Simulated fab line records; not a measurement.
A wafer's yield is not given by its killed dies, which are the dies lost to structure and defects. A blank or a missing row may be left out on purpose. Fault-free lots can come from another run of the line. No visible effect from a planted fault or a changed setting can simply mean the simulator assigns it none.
The tool behind it: which one?    flow n5-finfet    11 lots with 33 wafers sampled at 4 steps, on a route of 1938 steps

== WHAT EACH GAUGE READ, for each wafer ==
N5_PASSIVATION_OVL_MEAS_63. Usual: for PAD_OVL the level is -5 nm and the standard deviation is 5.8.
lot   measured      on          PAD_OVL (nm)  flag
L508  day 14 14:44  overlay-02  3 3 -1        
L510  day 12 19:40  overlay-01  -2 -4 -6      
L509  day 13 08:57  overlay-02  -1 4 4        
L511  day 13 07:32  overlay-01  -11 -8 -8     
L512  day 14 05:13  overlay-01  -15 -11 -14   
L513  day 13 23:26  overlay-01  -5 -7 -5      
L517  day 15 01:07  overlay-02  -3 -2 1       
L524  day 17 08:35  overlay-01  -13 -11 -10   
L527  day 18 03:13  overlay-02  -12 -12 -6    
L528  day 18 15:40  overlay-02  -9 -7 -8      
L529  day 18 15:31  overlay-01  -8 -3 -6      

== TOOL THAT RAN EACH LOT (tool first, then ch and the chambers of the sampled wafers, then the start) ==
lot   N5_DUMMY_REMOVAL_PRECLEAN_08        N5_MIM_BOT_ETCH_STRIP_01            N5_PASSIVATION_AL_DEP_21
L508  remote-plasma-02 ch 1, day 4 02:50  rie-diel-03 ch 0,3, day 14 11:47    pvd-sputter-02, day 14 14:14
L510  remote-plasma-02 ch 1, day 4 11:43  rie-diel-03 ch 0,1,3, day 12 15:52  pvd-sputter-01, day 12 19:02
L509  remote-plasma-02 ch 1, day 4 16:02  rie-diel-05 ch 1,2,3, day 13 04:07  pvd-sputter-01, day 13 08:26
L511  remote-plasma-02 ch 0, day 4 23:01  rie-diel-03 ch 1,2, day 13 00:13    pvd-sputter-03, day 13 06:55
L512  remote-plasma-02 ch 0, day 5 01:20  rie-diel-01 ch 0,2, day 14 01:47    pvd-sputter-01, day 14 04:35
L513  remote-plasma-01 ch 1, day 5 05:50  rie-diel-01 ch 1,3, day 13 20:26    pvd-sputter-01, day 13 22:48
L517  remote-plasma-02 ch 0, day 6 04:44  rie-diel-01 ch 0,2,3, day 14 21:18  pvd-sputter-01, day 15 00:29
L524  remote-plasma-01 ch 1, day 7 19:53  rie-diel-01 ch 0,1, day 17 05:30    pvd-sputter-01, day 17 07:58
L527  remote-plasma-02 ch 1, day 8 15:51  rie-diel-01 ch 0,1,2, day 17 23:35  pvd-sputter-02, day 18 02:43
L528  remote-plasma-02 ch 1, day 8 23:40  rie-diel-01 ch 0,1,2, day 18 10:40  pvd-sputter-01, day 18 14:56
L529  remote-plasma-02 ch 0, day 9 06:39  rie-diel-05 ch 0,1,3, day 18 10:56  pvd-sputter-03, day 18 14:53
- N5_DUMMY_REMOVAL_PRECLEAN_08: cleans in NF3:NH3, afs cycles 2, time 20 s, sublimation time 60 s.
- N5_MIM_BOT_ETCH_STRIP_01: strips in O2.
- N5_PASSIVATION_AL_DEP_21: deposits Al, target thk 2800 nm, time 170 s.

== AS READ BY THE TOOLS THEMSELVES (means over the sampled wafers that have a number; for cases with no such wafer, the mark the record gives instead) ==
N5_MIM_BOT_ETCH_STRIP_01. Usual: drypump-motor-current-A 5.5 A, standard deviation 0.54; oes-product-au 0.77 a.u., standard deviation 0.081; rf-vpp-V 3.5 V, standard deviation 1.2; showerhead-plenum-p-Torr 2.13 Torr, standard deviation 0.056; throttle-valve-pct 16.80 %, standard deviation 0.21.
lot   tool         drypump-motor-current-A (A)  oes-product-au (a.u.)  rf-vpp-V (V)  showerhead-plenum-p-Torr (Torr)  throttle-valve-pct (%)  flag
L508  rie-diel-03  6.1                          0.86                   2.7           2.22                             16.72                   
L510  rie-diel-03  5.7                          0.80                   4.0           2.18                             16.74                   
L509  rie-diel-05  5.3                          0.80                   3.8           2.15                             16.73                   
L511  rie-diel-03  5.3                          0.73                   3.0           2.11                             17.05                   
L512  rie-diel-01  5.5                          0.71                   4.6           2.15                             16.96                   
L513  rie-diel-01  5.4                          0.72                   4.5           2.14                             16.70                   
L517  rie-diel-01  5.6                          0.72                   3.3           2.13                             16.80                   
L524  rie-diel-01  6.0                          0.76                   3.7           2.09                             16.64                   
L527  rie-diel-01  5.5                          0.84                   3.4           2.12                             16.73                   
L528  rie-diel-01  5.5                          0.83                   5.3           2.12                             16.72                   
L529  rie-diel-05  5.5                          0.76                   3.1           2.08                             16.93                   

N5_PASSIVATION_AL_DEP_21. Usual: chamber-pressure-pa 0.4000 Pa, standard deviation 0.00083; throttle-valve-pct 29.9 %, standard deviation 0.95.
lot   tool            chamber-pressure-pa (Pa)  throttle-valve-pct (%)  flag
L508  pvd-sputter-02  0.3997                    29.1                    
L510  pvd-sputter-01  0.3998                    30.6                    
L509  pvd-sputter-01  0.4001                    30.7                    
L511  pvd-sputter-03  0.3994                    29.1                    
L512  pvd-sputter-01  0.4009                    31.0                    
L513  pvd-sputter-01  0.3996                    29.8                    
L517  pvd-sputter-01  0.4003                    30.2                    
L524  pvd-sputter-01  0.3997                    30.6                    
L527  pvd-sputter-02  0.4003                    29.0                    
L528  pvd-sputter-01  0.4002                    30.1                    
L529  pvd-sputter-03  0.4004                    29.7                    

== THE ANSWER, worked out from the rows above alone ==
Rule: take the mean of a lot's wafers that have a number; if it is more than 3 standard deviations from the usual mean, the lot is off. A lot without any number at a reading at which 4 lots or more have one is off too. The other lots that the step has rows for count as sound. Order of review: gauges by route order, followed by the tools' own readings, for which a lot's mean as printed above is used. At the first step where some lot is off, the reading lying furthest off is the one used; lots without a number count as furthest.
Across all readings shown, no lot is off: no conclusion can be drawn from this.

== WHAT HAD BEEN PUT IN BY THE SIMULATOR ==
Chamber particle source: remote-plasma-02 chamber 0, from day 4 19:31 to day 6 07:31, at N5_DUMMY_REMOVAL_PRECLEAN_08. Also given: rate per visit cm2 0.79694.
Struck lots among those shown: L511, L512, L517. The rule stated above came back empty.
